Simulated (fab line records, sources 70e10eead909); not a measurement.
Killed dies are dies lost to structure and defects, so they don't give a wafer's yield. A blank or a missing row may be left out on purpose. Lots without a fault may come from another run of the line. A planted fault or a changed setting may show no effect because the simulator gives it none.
Chamber matching | flow nand_harc | NHARC_P_ZERO_WELL_DESCUM_39 on rie_diel-12: 4 sister chambers
The step chemistry O2, time 3 s. 8 wafers are shown with their chamber, then 7 later ones without.

WAFERS WITH THEIR CHAMBER
wafer  | chamber | showerhead_plenum_p_Torr (Torr) | drypump_motor_current_A (A)
L463.1 | 1       | 1.83                            | 6.5
L463.3 | 3       | 1.79                            | 5.9
L463.5 | 0       | 1.98                            | 6.3
L465.1 | 3       | 1.79                            | 5.9
L465.5 | 2       | 1.83                            | 5.4
L465.6 | 1       | 1.82                            | 6.6
L467.1 | 2       | 1.83                            | 5.4
L467.3 | 0       | 1.98                            | 6.3

WAFERS WITHOUT THEIR CHAMBER
wafer  | showerhead_plenum_p_Torr (Torr) | drypump_motor_current_A (A)
L467.6 | 1.79                            | 5.8
L470.3 | 1.78                            | 5.9
L470.5 | 1.97                            | 6.3
L470.6 | 1.82                            | 6.6
L471.1 | 1.82                            | 6.6
L471.4 | 1.78                            | 5.8
L471.5 | 1.82                            | 6.6

WHICH CHAMBER EACH WENT THROUGH
wafer  | from the rows above | in truth
L467.6 | 3                   | 3
L470.3 | 3                   | 3
L470.5 | 0                   | 0
L470.6 | 1                   | 1
L471.1 | 1                   | 1
L471.4 | 3                   | 3
L471.5 | 1                   | 1
Placed correctly: 7 of 7. Can't be placed from these rows: 0. Placed wrongly: 0.
How it was worked out, from the rows above alone: a wafer's distance from a chamber is the root of the sum, over the readings, of the square of ((its reading less the chamber's mean) divided by the reading's scatter). The wafer belongs to the nearest chamber; if the next one is less than 2 further off, it can't be placed. A chamber's mean is the mean of its shown wafers. The scatter: the root of (the sum of the squares of (reading less its chamber's mean) over the shown wafers, divided by (wafers less chambers)).
